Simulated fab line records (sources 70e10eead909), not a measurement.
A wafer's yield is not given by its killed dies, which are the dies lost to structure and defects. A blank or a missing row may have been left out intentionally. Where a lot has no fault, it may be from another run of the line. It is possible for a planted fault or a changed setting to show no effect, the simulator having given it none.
Code-filled problem report in 8D (eight disciplines) form | flow nandHarc | the parts of the form that need people (team, actions taken, sign-off) are left out

== 1. THE PROBLEM ==
Wafers without a fault read 1000 nm, standard deviation 10; thkNm at NHARC_A_ONON_D1_THK_MEAS_21 reads a mean of 748 nm on 2 wafers belonging to 2 lots. Relative to the usual mean, that is a shift of -25 standard deviations.
The step: measures by ellipsometry.
Seen first at day 10 13:59 on filmMetro-02, wafer L799.2. The record holds 42 wafers of 14 lots with a number at this step. Rule for "out", or "out of limits": more than 4 standard deviations from the usual mean. The other wafers with a number count as sound.

== 2. WHAT IT IS; WHAT IT IS NOT ==
question                    | is                | is not
which readings at this step | thkNm             | -
which lots                  | L799, L800        | L791, L793, L794, L795, L796, L797, L798, L808, L811, L812, L813, L814
which wafers of those lots  | L799.2, L800.1    | L799.3, L799.6, L800.3, L800.6
read on which gauges        | filmMetro-02      | filmMetro-01
when                        | from day 10 13:59 | up to then (23 sound wafers); but 17 sound wafers of L800, L808, L811, L812, L813, L814 came after

== 3. SUSPECTS, AND WHAT RULES EACH OUT ==
Counting: if a tool at a process step up to the reading ran every lot that is out, it stays a suspect. Sound lots after the first of them don't rule it out here, since some wafers of a struck lot are sound.
- the gauge at NHARC_A_ONON_D1_THK_MEAS_21: ruled out. All the wafers that are out were read on filmMetro-02, but those of them that NHARC_END_SORT_01 has rows for are out there too, on other tools.
- pecvdOnon-02 at NHARC_A_ONON_D1_DEP_19 (target thk 1000 nm): kept. Ran every lot that is out, first one L799 (day 10 13:32); last sound lot up to then L797 (day 9 10:29).
Left after counting: pecvdOnon-02 at NHARC_A_ONON_D1_DEP_19.

== 4. THE CAUSE (what the simulator had put in) ==
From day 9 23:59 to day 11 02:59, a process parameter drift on pecvdOnon-02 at NHARC_A_ONON_D1_DEP_19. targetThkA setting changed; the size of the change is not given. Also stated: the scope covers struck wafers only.
Counting left only this tool.

== 5. THE EFFECT CHAIN, in route order ==
Rows list readings where the struck wafers' mean (over those with a number) sits beyond 3 standard deviations from the usual. Readings are gone through only where the record gives a usual standard deviation; hours: the median, over the lots, of the time from a lot's start at the first step in this table giving one to that lot's start at this step; sigmas: the change measured in usual standard deviations.
hours | step                        | reading       | usual   | on struck wafers | change | sigmas
0     | NHARC_A_ONON_D1_THK_MEAS_21 | thkNm         | 1000 nm | 748              | -252   | -25
273   | NHARC_END_SORT_01           | killedAtArray | 29      | 670              | +642   | +64
273   | NHARC_END_SORT_01           | killedDies    | 33      | 677              | +644   | +59

== 6. HOW IT WOULD HAVE BEEN CAUGHT EARLIER ==
The first out-of-limits reading at a measuring or inspecting step in this record came at day 10 13:59, 14 hours after the fault's start at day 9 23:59.
Of the tool readings at NHARC_A_ONON_D1_DEP_19 for which the record gives a usual standard deviation, none was out on any struck wafer, so an alarm limit of 4 standard deviations on them would not have fired.
Lots out: 2; of these, L800 started NHARC_A_ONON_D1_DEP_19 on pecvdOnon-02 after day 10 13:59. Holding the tool at that time would have saved it.
